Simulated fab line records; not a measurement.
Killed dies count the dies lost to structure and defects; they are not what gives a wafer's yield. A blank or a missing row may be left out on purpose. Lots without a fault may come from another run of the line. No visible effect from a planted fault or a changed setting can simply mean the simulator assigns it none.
Matching of chambers -- flow nand harc -- pecvd-01 running NHARC_P_M0_PRE_CLEAN_31: 3 sister chambers
The step time 12 s. 3 wafers are shown with their chamber, then 8 later ones without.

== EACH WAFER AND ITS CHAMBER ==
wafer,chamber,rf fwd power W (W)
L084.5,2,293.1
L084.6,1,292.2
L086.1,0,291.5

== WAFERS MISSING THEIR CHAMBER ==
wafer,rf fwd power W (W)
L086.2,292.1
L086.5,291.1
L088.2,294.5
L088.5,292.7
L088.6,292.4
L090.1,293.6
L090.4,293.0
L090.5,293.7

== THE CHAMBER EACH PASSED THROUGH ==
wafer,from the rows above,in truth
L086.2,can't be placed: 1 or 0 or 2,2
L086.5,can't be placed: 0 or 1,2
L088.2,can't be placed: 2 or 1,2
L088.5,can't be placed: 2 or 1 or 0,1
L088.6,can't be placed: 1 or 2 or 0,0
L090.1,can't be placed: 2 or 1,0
L090.4,can't be placed: 2 or 1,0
L090.5,can't be placed: 2 or 1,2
Correct placement for 0 of the 8. From these rows, 8 cannot be placed; in 5 the true chamber is one of the candidates. Number placed wrongly: 0.
How it was worked out, from the rows above alone: a wafer's distance from a chamber is the root of the sum, over the readings, of the square of ((its reading less the chamber's mean) divided by the reading's scatter). The wafer belongs to the nearest chamber; if the next one is less than 2 further off, it can't be placed. For every chamber, the mean is computed from those of its wafers that are shown. The scatter (one wafer shown for each chamber): square how far every hidden wafer sits from the nearest shown wafer, average those squares and take the square root.
